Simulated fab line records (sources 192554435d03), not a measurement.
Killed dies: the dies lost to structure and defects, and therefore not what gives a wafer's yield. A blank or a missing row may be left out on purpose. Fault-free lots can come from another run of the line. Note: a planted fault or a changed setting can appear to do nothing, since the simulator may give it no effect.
Comparing a struck lot with a sound one	flow n5_finfet	16 out of 1938 route steps
Sound: wafers L866.1, L866.2, L866.5. Struck: wafer L883.6; the same lot's L883.4 was not struck, so it is left out; see the end for the cause.
Order at every step that has rows: each side's tool, ch and its chambers, its first start. Under that, the readings that differ: sound wafers	struck wafers	difference of the means	sigmas: that difference in standard deviations of wafers without a fault.
alike: a reading whose means differ by less than 2 such deviations, as well as words and numbers matching on both sides. not compared: withheld readings; readings where some wafer has no value; bounds like >300 that might hide an equal value; numbers whose values overlap and for which the record gives no deviation.
Wherever a step has rows on one side only, a row that says differs or no value, or a row with sigmas, the two part there. Numbers that have no deviation but don't overlap get no sigmas and don't part them. Lack of a reading on every wafer of one side parts them only where that side has two or more wafers.

first, 8 steps without rows for these wafers: N5_BEOL_M14_COAT_58 (time 60 s, resist thk 89 nm); N5_BEOL_M14_COAT_04 (resist thk 800 nm); N5_BEOL_M14_EBR_06; N5_BEOL_M14_SOFTBAKE_05 (time 60 s); N5_BEOL_M14_EXPOSE_07 (exposes mask V13); N5_BEOL_M14_PEB_08 (peb time 90 s); N5_BEOL_M14_DEVELOP_09 (develop time 45 s); N5_BEOL_M14_HARDBAKE_14 (time 120 s).
N5_BEOL_M14_CD_MEAS_10: the cd target is 250 nm.
  sound on cd_sem-01 ch 0, day 11 09:53; struck on cd_sem-01 ch 0, day 16 08:11
  alike: cd_nm
N5_BEOL_M14_OVL_MEAS_11:
  sound on overlay-02 ch 0, day 11 09:55; struck on overlay-02 ch 0, day 16 08:13
  alike: V13_OVL
N5_BEOL_M14_INSPECT_12: inspects for defects (macro).
  struck on defect_inspect-01, day 16 08:14; sound on defect_inspect-01, day 11 09:56
  alike: raw_defect_count
N5_BEOL_M14_DESCUM_15: chemistry O2, time 7.9 s.
  sound on rie_diel-05 ch 0,1,3, day 11 09:58; struck on rie_diel-01 ch 3, day 16 08:16
  alike: bias_power_w, drypump_motor_current_A, oes_product_au, rf_vpp_V, showerhead_plenum_p_Torr, throttle_valve_pct
  not compared: rf_hours_counter_h
N5_BEOL_M14_ETCH_59: etches BARC in N2/H2, target depth 89 nm, overetch 26.7 nm, time 67.9 s.
  sound on rie_diel-05 ch 0,1,3, day 11 10:01; struck on rie_diel-01 ch 3, day 16 08:18
reading	sound	struck	difference	sigmas
model.coat_of_BEOL_M14_COAT_04.thk_nm (nm)	719.4 723.4 721.6	689.8	-31.7	
  alike: drypump_motor_current_A, h2_flow_sccm, oes_product_au, rf_vpp_V, showerhead_plenum_p_Torr, throttle_valve_pct
  not compared: rf_hours_counter_h
N5_BEOL_M14_VIA_ETCH_16: etches SiO2 in C4F8/O2/Ar, target depth 1231.3 nm.
  sound on rie_diel-05 ch 0,1,3, day 11 10:04; struck on rie_diel-01 ch 3, day 16 08:22
reading	sound	struck	difference	sigmas
model.coat_of_BEOL_M14_COAT_04.thk_nm (nm)	467 453.4 456	411.4	-47.4	
  alike: drypump_motor_current_A, mfc_ar_sccm, oes_f_703_au, oes_product_au, rf_vpp_V, showerhead_plenum_p_Torr, throttle_valve_pct
N5_BEOL_M14_STRIP_63: strips in O2.
  sound: rie_diel-05 ch 0,1,3; struck: rie_diel-01 ch 3
  alike: drypump_motor_current_A, oes_product_au, rf_vpp_V, showerhead_plenum_p_Torr, throttle_valve_pct
  not compared: rf_hours_counter_h
N5_PASSIVATION_PROBE_49:
  the record has rows for the struck wafers here (prober-01, day 17 14:17) and none for the sound ones

== WHERE THEY PART ==
Only at N5_PASSIVATION_PROBE_49, as far as this record shows.

WHY: what had been put in by the simulator
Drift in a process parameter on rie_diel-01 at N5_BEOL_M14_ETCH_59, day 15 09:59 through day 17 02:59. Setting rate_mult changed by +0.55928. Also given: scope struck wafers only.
